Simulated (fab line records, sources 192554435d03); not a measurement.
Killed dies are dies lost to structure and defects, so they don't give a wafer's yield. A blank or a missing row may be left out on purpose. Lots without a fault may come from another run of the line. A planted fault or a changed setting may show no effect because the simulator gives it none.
Chamber matching | flow n5_finfet | N5_PASSIVATION_PECVD_55 on pecvd-01: 3 sister chambers
The step deposits SiO2 from SiH4/N2O, target thk 400 nm, time 22.5 s. 6 wafers are shown with their chamber, then 9 later ones without.

WAFERS WITH THEIR CHAMBER
wafer  | chamber | throttle_valve_pct (%) | showerhead_plenum_p_Torr (Torr)
L078.5 | 1       | 51.8                   | 8.13
L079.4 | 0       | 49.0                   | 7.97
L079.6 | 2       | 54.7                   | 8.19
L089.4 | 0       | 49.2                   | 7.96
L089.5 | 1       | 51.6                   | 8.10
L089.6 | 2       | 55.3                   | 8.17

WAFERS WITHOUT THEIR CHAMBER
wafer  | throttle_valve_pct (%) | showerhead_plenum_p_Torr (Torr)
L090.3 | 51.6                   | 8.14
L090.4 | 49.3                   | 7.98
L090.5 | 51.6                   | 8.11
L095.1 | 55.2                   | 8.18
L095.2 | 51.7                   | 8.12
L095.3 | 49.1                   | 7.97
L096.2 | 55.7                   | 8.19
L096.3 | 49.0                   | 7.96
L096.4 | 55.1                   | 8.18

WHICH CHAMBER EACH WENT THROUGH
wafer  | from the rows above | in truth
L090.3 | 1                   | 1
L090.4 | 0                   | 0
L090.5 | 1                   | 1
L095.1 | 2                   | 2
L095.2 | 1                   | 1
L095.3 | 0                   | 0
L096.2 | 2                   | 2
L096.3 | 0                   | 0
L096.4 | 2                   | 2
Placed correctly: 9 of 9. Can't be placed from these rows: 0. Placed wrongly: 0.
How it was worked out, from the rows above alone: a wafer's distance from a chamber is the root of the sum, over the readings, of the square of ((its reading less the chamber's mean) divided by the reading's scatter). The wafer belongs to the nearest chamber; if the next one is less than 2 further off, it can't be placed. A chamber's mean is the mean of its shown wafers. The scatter: the root of (the sum of the squares of (reading less its chamber's mean) over the shown wafers, divided by (wafers less chambers)).
